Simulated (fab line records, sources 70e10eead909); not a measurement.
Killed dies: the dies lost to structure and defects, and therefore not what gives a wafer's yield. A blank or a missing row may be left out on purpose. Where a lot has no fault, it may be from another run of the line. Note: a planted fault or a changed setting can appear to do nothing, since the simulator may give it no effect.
Matching of chambers -- flow nand_harc -- pecvd-02 running NHARC_A_CONTACT_DEP_24: 3 sister chambers
The step deposits SiO2, target thk 500 nm. 20 wafers are shown with their chamber, then 10 later ones without.

WAFERS, EACH WITH ITS CHAMBER
wafer,chamber,throttle_valve_pct (%),heater_power_w (W),mfc_precursor_sccm (sccm)
L074.2,0,16.2,604,161.5
L074.4,1,16.4,577,160.8
L074.6,2,16.1,596,161.2
L078.3,2,15.8,484,161.5
L078.5,0,16.3,647,161.1
L078.6,1,16.0,613,161.7
L079.1,2,16.1,525,162.2
L079.2,0,16.3,669,161.2
L079.5,2,16.2,552,161.1
L077.3,2,16.1,565,161.7
L077.5,1,16.3,635,161.5
L077.6,2,16.0,592,161.4
L082.3,2,16.1,496,161.2
L082.4,0,16.4,688,161.6
L082.5,1,16.1,504,161.7
L083.2,1,16.3,618,161.5
L083.3,0,16.4,554,161.2
L083.5,0,16.6,576,161.7
L090.2,2,16.1,576,160.8
L090.3,1,16.3,581,160.8

SIGNATURES (averages over the wafers above)
reading,chamber 0,chamber 1,chamber 2,scatter within a chamber
throttle_valve_pct,16.367,16.233,16.062,0.134
heater_power_w,623.00,588.00,548.25,47.2
mfc_precursor_sccm,161.383,161.333,161.387,0.381
Rule: for each reading, subtract the chamber's mean from the wafer's reading, divide by that reading's scatter and square the result; add these up over the readings and take the root, which gives the wafer's distance from the chamber. If the next closest chamber is less than 2 further off than the closest, the wafer can't be placed; otherwise it belongs to the closest. The scatter: take each reading less its chamber's mean, square it, sum over the shown wafers, divide by the number of wafers less the number of chambers, and take the root.

WAFERS MISSING THEIR CHAMBER
wafer,throttle_valve_pct (%),heater_power_w (W),mfc_precursor_sccm (sccm)
L090.6,16.5,595,161.5
L091.2,16.1,510,162.0
L091.3,16.5,704,161.4
L091.5,16.1,556,161.4
L093.2,16.7,646,162.1
L093.4,16.6,680,161.8
L093.5,16.2,627,160.1
L096.3,16.5,633,161.6
L096.5,16.2,557,161.8
L096.6,16.1,639,161.0

THE CHAMBER EACH PASSED THROUGH
wafer,from the rows above,in truth
L090.6,can't be placed: 0 or 1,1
L091.2,can't be placed: 2 or 1 or 0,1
L091.3,can't be placed: 0 or 1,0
L091.5,can't be placed: 2 or 1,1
L093.2,can't be placed: 0 or 1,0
L093.4,can't be placed: 0 or 1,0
L093.5,can't be placed: 1 or 0 or 2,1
L096.3,can't be placed: 0 or 1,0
L096.5,can't be placed: 1 or 2 or 0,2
L096.6,can't be placed: 1 or 2 or 0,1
Correctly placed: 0 of 10. Cannot be placed on the basis of these rows: 10; the candidates contain the true chamber in 10. Number placed wrongly: 0.
